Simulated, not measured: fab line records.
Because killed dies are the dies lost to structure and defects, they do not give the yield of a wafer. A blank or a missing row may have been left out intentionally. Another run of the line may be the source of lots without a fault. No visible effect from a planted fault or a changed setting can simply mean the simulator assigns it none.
Matching of chambers :: flow n5-finfet :: N5_ILD0_LINER_00 on ald-sin-02 has 4 sister chambers
The step material SiNx, target thk 4 nm, pulse time 1 s, purge time 2 s. 22 wafers are shown with their chamber, then 11 later ones without.

WAFERS, EACH WITH ITS CHAMBER
wafer: L076.2
chamber: 0
heater-power-w (W): 906
precursor-pulse-height-rel: 1.023

wafer: L076.3
chamber: 3
heater-power-w (W): 949
precursor-pulse-height-rel: 1.018

wafer: L076.5
chamber: 3
heater-power-w (W): 936
precursor-pulse-height-rel: 0.983

wafer: L079.1
chamber: 3
heater-power-w (W): 926
precursor-pulse-height-rel: 1.015

wafer: L079.4
chamber: 2
heater-power-w (W): 784
precursor-pulse-height-rel: 1.014

wafer: L079.5
chamber: 1
heater-power-w (W): 878
precursor-pulse-height-rel: 0.986

wafer: L080.1
chamber: 2
heater-power-w (W): 794
precursor-pulse-height-rel: 1.024

wafer: L080.5
chamber: 0
heater-power-w (W): 907
precursor-pulse-height-rel: 0.994

wafer: L080.6
chamber: 1
heater-power-w (W): 872
precursor-pulse-height-rel: 1.032

wafer: L082.2
chamber: 1
heater-power-w (W): 874
precursor-pulse-height-rel: 1.006

wafer: L082.4
chamber: 0
heater-power-w (W): 914
precursor-pulse-height-rel: 1.011

wafer: L082.5
chamber: 0
heater-power-w (W): 909
precursor-pulse-height-rel: 0.997

wafer: L087.3
chamber: 1
heater-power-w (W): 876
precursor-pulse-height-rel: 0.998

wafer: L087.4
chamber: 0
heater-power-w (W): 931
precursor-pulse-height-rel: 1.031

wafer: L087.6
chamber: 0
heater-power-w (W): 926
precursor-pulse-height-rel: 0.992

wafer: L088.1
chamber: 1
heater-power-w (W): 857
precursor-pulse-height-rel: 1.014

wafer: L088.2
chamber: 2
heater-power-w (W): 778
precursor-pulse-height-rel: 0.972

wafer: L088.3
chamber: 3
heater-power-w (W): 919
precursor-pulse-height-rel: 1.019

wafer: L088.4
chamber: 0
heater-power-w (W): 906
precursor-pulse-height-rel: 0.999

wafer: L088.5
chamber: 1
heater-power-w (W): 870
precursor-pulse-height-rel: 0.983

wafer: L088.6
chamber: 0
heater-power-w (W): 937
precursor-pulse-height-rel: 0.973

wafer: L089.1
chamber: 1
heater-power-w (W): 878
precursor-pulse-height-rel: 1.010

SIGNATURES, as means of the wafers listed above
reading: heater-power-w
chamber 0: 917.00
chamber 1: 872.14
chamber 2: 785.33
chamber 3: 932.50
scatter within a chamber: 10.7

reading: precursor-pulse-height-rel
chamber 0: 1.00250
chamber 1: 1.00414
chamber 2: 1.00333
chamber 3: 1.00875
scatter within a chamber: 0.0191
Rule: a wafer's distance from a chamber is the root of the sum, over the readings, of the square of ((its reading less the chamber's mean) divided by the reading's scatter). The wafer belongs to the nearest chamber; if the next one is less than 2 further off, it can't be placed. The scatter: the root of (the sum of the squares of (reading less its chamber's mean) over the shown wafers, divided by (wafers less chambers)).

WAFERS WITHOUT THEIR CHAMBER
wafer: L089.3
heater-power-w (W): 786
precursor-pulse-height-rel: 1.034

wafer: L089.4
heater-power-w (W): 915
precursor-pulse-height-rel: 1.009

wafer: L093.1
heater-power-w (W): 948
precursor-pulse-height-rel: 0.987

wafer: L093.4
heater-power-w (W): 781
precursor-pulse-height-rel: 1.003

wafer: L093.5
heater-power-w (W): 882
precursor-pulse-height-rel: 1.018

wafer: L095.1
heater-power-w (W): 936
precursor-pulse-height-rel: 1.057

wafer: L095.2
heater-power-w (W): 862
precursor-pulse-height-rel: 1.012

wafer: L095.3
heater-power-w (W): 917
precursor-pulse-height-rel: 1.011

wafer: L095.4
heater-power-w (W): 786
precursor-pulse-height-rel: 0.998

wafer: L095.5
heater-power-w (W): 893
precursor-pulse-height-rel: 1.001

wafer: L095.6
heater-power-w (W): 918
precursor-pulse-height-rel: 0.992

WHICH CHAMBER EACH ONE RAN IN
wafer: L089.3
from the rows above: 2
in truth: 2

wafer: L089.4
from the rows above: can't be placed: 0 or 3
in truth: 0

wafer: L093.1
from the rows above: can't be placed: 3 or 0
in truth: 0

wafer: L093.4
from the rows above: 2
in truth: 2

wafer: L093.5
from the rows above: 1
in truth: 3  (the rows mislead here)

wafer: L095.1
from the rows above: can't be placed: 3 or 0
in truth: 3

wafer: L095.2
from the rows above: 1
in truth: 1

wafer: L095.3
from the rows above: can't be placed: 0 or 3
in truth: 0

wafer: L095.4
from the rows above: 2
in truth: 2

wafer: L095.5
from the rows above: can't be placed: 1 or 0 or 3
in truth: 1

wafer: L095.6
from the rows above: can't be placed: 0 or 3
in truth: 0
4 of 11 placed correctly. Can't be placed from these rows: 6 (the true chamber is among the candidates in 6). Placed wrongly: 1.
